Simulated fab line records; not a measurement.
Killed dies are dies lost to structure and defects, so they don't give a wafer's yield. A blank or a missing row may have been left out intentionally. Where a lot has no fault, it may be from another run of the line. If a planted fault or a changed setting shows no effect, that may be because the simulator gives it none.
Chamber matching | flow n5 finfet | 4 sister chambers for N5_SD_EPI_P_ETCH_37 on rie diel-03
The step etches SOC in N2/H2, overetch 108 nm, time 486 s. 14 wafers are shown with their chamber, then 7 later ones without.

## WAFERS, EACH WITH ITS CHAMBER
wafer  | chamber | drypump motor current A (A) | throttle valve pct (%) | showerhead plenum p Torr (Torr)
L080.3 | 3       | 6.4                         | 23.6                   | 2.47
L080.5 | 0       | 5.0                         | 24.3                   | 2.57
L080.6 | 3       | 6.3                         | 23.6                   | 2.47
L082.1 | 2       | 4.7                         | 24.1                   | 2.65
L082.2 | 1       | 6.1                         | 23.8                   | 2.64
L082.6 | 2       | 4.7                         | 24.1                   | 2.65
L092.2 | 3       | 6.4                         | 23.6                   | 2.47
L092.3 | 0       | 5.0                         | 24.3                   | 2.56
L092.6 | 1       | 6.1                         | 23.9                   | 2.63
L093.1 | 1       | 6.1                         | 23.9                   | 2.63
L093.2 | 2       | 4.7                         | 24.1                   | 2.64
L093.3 | 3       | 6.4                         | 23.6                   | 2.47
L093.4 | 0       | 5.0                         | 24.3                   | 2.55
L093.5 | 0       | 5.0                         | 24.3                   | 2.55

SIGNATURES (averages over the wafers above)
reading                  | chamber 0 | chamber 1 | chamber 2 | chamber 3 | scatter within a chamber
drypump motor current A  | 5.000     | 6.100     | 4.700     | 6.375     | 0.0274
throttle valve pct       | 24.300    | 23.867    | 24.100    | 23.600    | 0.0258
showerhead plenum p Torr | 2.5575    | 2.6333    | 2.6467    | 2.4700    | 0.00639
Rule: a wafer lies at a distance from a chamber equal to the root of the sum of squares, over the readings, of (its reading less the chamber's mean, divided by the reading's scatter). If the next closest chamber is less than 2 further off than the closest, the wafer can't be placed; otherwise it belongs to the closest. The scatter: the root of (the sum of the squares of (reading less its chamber's mean) over the shown wafers, divided by (wafers less chambers)).

## WAFERS WITHOUT THEIR CHAMBER
wafer  | drypump motor current A (A) | throttle valve pct (%) | showerhead plenum p Torr (Torr)
L093.6 | 6.1                         | 23.9                   | 2.63
L095.1 | 6.4                         | 23.6                   | 2.47
L095.4 | 6.1                         | 23.9                   | 2.63
L095.6 | 4.7                         | 24.1                   | 2.64
L096.1 | 5.0                         | 24.3                   | 2.55
L096.3 | 6.1                         | 23.9                   | 2.63
L096.4 | 4.7                         | 24.1                   | 2.64

## THE CHAMBER EACH PASSED THROUGH
wafer  | from the rows above | in truth
L093.6 | 1                   | 1
L095.1 | 3                   | 3
L095.4 | 1                   | 1
L095.6 | 2                   | 2
L096.1 | 0                   | 0
L096.3 | 1                   | 1
L096.4 | 2                   | 2
7 of 7 placed correctly. Left unplaced by these rows: 0. Placed wrongly: 0.
